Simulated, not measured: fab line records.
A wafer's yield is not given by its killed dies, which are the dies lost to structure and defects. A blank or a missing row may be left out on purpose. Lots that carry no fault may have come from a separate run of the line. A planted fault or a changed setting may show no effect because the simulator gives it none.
One fault through the eyes of 3 desks + flow n5_finfet + only its own numbers are on each desk; what lay behind them is given at the end

AT THE METROLOGY DESK
What the gauges read, lot by lot, whatever tool the lot ran on: means of the sampled wafers that have a number. A lot is out of limits, marked OUT, if its mean lies more than 4 standard deviations from the usual mean; the brackets give that distance. Only the readings that lie furthest out on some lot appear, 7 of the 10 it has.
Columns: A = DIBL_N at N5_BEOL_M4_RC_MEAS_101, usual 36.1 mV/V; B = DIBL_P at N5_BEOL_M4_RC_MEAS_101, usual 36.1 mV/V; C = IOFF_P at N5_BEOL_M4_RC_MEAS_101, usual 0.201 nA/um; D = ION_N at N5_BEOL_M4_RC_MEAS_101, usual 675 uA/um; E = SS_N at N5_BEOL_M4_RC_MEAS_101, usual 71.5 mV/dec; F = SS_P at N5_BEOL_M4_RC_MEAS_101, usual 73.3 mV/dec; G = VT_P at N5_BEOL_M4_RC_MEAS_101, usual -251.3 mV
| lot  | first seen here | A    | B    | C     | D   | E    | F    | G      |
|------|-----------------|------|------|-------|-----|------|------|--------|
| L512 | day 7 20:01     | 35.5 | 34.8 | 0.197 | 680 | 72.0 | 73.1 | -250.3 |
| L518 | day 9 07:28     | 35.2 | 35.7 | 0.194 | 681 | 70.8 | 72.9 | -249.1 |
| L521 | day 10 15:41    | 35.7 | 35.3 | 0.195 | 671 | 71.6 | 73.5 | -250.7 |
| L528 | day 11 22:54    | 36.6 | 38.8 | 0.212 | 669 | 71.9 | 73.8 | -251.7 |
| L527 | day 12 03:42    | 36.6 | 36.4 | 0.207 | 673 | 71.4 | 73.0 | -252.3 |
| L529 | day 12 23:49    | 36.1 | 37.4 | 0.214 | 672 | 71.8 | 73.1 | -247.6 |
| L532 | day 13 05:14    | 37.8 | 37.5 | 0.215 | 688 | 71.5 | 74.2 | -252.7 |
| L535 | day 14 10:37    | 35.3 | 36.0 | 0.164 | 674 | 71.7 | 73.2 | -255.2 |
Result from this desk: across the 8 lots, nothing is out of limits.

THE DEFECT DESK
For each lot, the counts of the inspections along the route, averaged over the sampled wafers that have a number. A lot is out of limits, marked OUT, if its mean lies more than 4 standard deviations from the usual mean; the brackets give that distance.
Columns: A = raw_defect_count at N5_BEOL_M1_INSPECT_30, usual 409
| lot  | first seen here | A              |
|------|-----------------|----------------|
| L512 | day 6 02:07     | 416            |
| L518 | day 7 14:29     | 319            |
| L521 | day 8 10:14     | 598            |
| L527 | day 9 22:50     | 290            |
| L529 | day 10 03:57    | 1537 (+12) OUT |
| L528 | day 10 05:06    | 1614 (+12) OUT |
| L532 | day 10 22:48    | 1577 (+12) OUT |
| L535 | day 11 20:08    | 458            |
Finding of this desk: L528, L529, L532 out of limits; the first was L529 at day 10 03:57, on raw_defect_count at N5_BEOL_M1_INSPECT_30. Within limits: L512, L518, L521, L527, L535.

TOOL OWNER'S DESK, rie_diel-05
The tool's own readings at N5_BEOL_M1_ETCH_74 (etches underlayer in N2/H2, target depth 6.5 nm, time 5.2 s): means of the sampled wafers that have a number, for each lot that ran on this tool. A lot is out of limits, marked OUT, if its mean lies more than 4 standard deviations from the usual mean; the brackets give that distance. Only the readings that lie furthest out on some lot appear, 7 of the 8 it has.
Columns: A = bias_w at N5_BEOL_M1_ETCH_74, usual 150.1 W; B = chamber_pressure_mTorr at N5_BEOL_M1_ETCH_74, usual 30.00 mTorr; C = drypump_motor_current_A at N5_BEOL_M1_ETCH_74, usual 5.8 A; D = etch_rf_on_time_s at N5_BEOL_M1_ETCH_74, usual 5.17 s; E = rf_vpp_V at N5_BEOL_M1_ETCH_74, usual 525.0 V; F = showerhead_plenum_p_Torr at N5_BEOL_M1_ETCH_74, usual 2.59 Torr; G = throttle_valve_pct at N5_BEOL_M1_ETCH_74, usual 17.93 %
| lot  | first seen here | A     | B     | C   | D    | E     | F    | G     |
|------|-----------------|-------|-------|-----|------|-------|------|-------|
| L512 | day 6 01:18     | 150.3 | 29.97 | 5.7 | 5.25 | 526.9 | 2.66 | 17.99 |
| L518 | day 7 13:28     | 149.9 | 30.01 | 5.6 | 5.14 | 526.7 | 2.64 | 17.97 |
| L529 | day 10 03:03    | 149.9 | 30.03 | 5.6 | 5.19 | 526.3 | 2.63 | 18.07 |
| L528 | day 10 03:17    | 150.2 | 30.01 | 5.7 | 5.15 | 526.9 | 2.65 | 17.99 |
| L532 | day 10 21:47    | 149.8 | 30.00 | 5.7 | 5.20 | 527.4 | 2.65 | 18.00 |
Result from this desk: across the 5 lots, nothing is out of limits.

BROUGHT TOGETHER
The defect desk could have raised an alarm at day 10 03:57, on L528, L529, L532.
Nothing out of limits was seen by the metrology desk.
The desk of the tool owner found nothing out of limits.
The metrology desk holds a record of L528, L529, L532, inside its limits.
On record at the tool owner's desk: L528, L529, L532, within its limits.
All the named lots went through N5_BEOL_M1_ETCH_74 on rie_diel-05.

WHAT THE SIMULATOR HAD INSERTED
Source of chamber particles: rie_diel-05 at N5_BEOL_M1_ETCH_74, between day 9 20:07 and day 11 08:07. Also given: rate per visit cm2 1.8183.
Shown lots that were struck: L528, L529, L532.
Hours from the fault's start to each desk's first reading out of limits: the defect desk, 8.
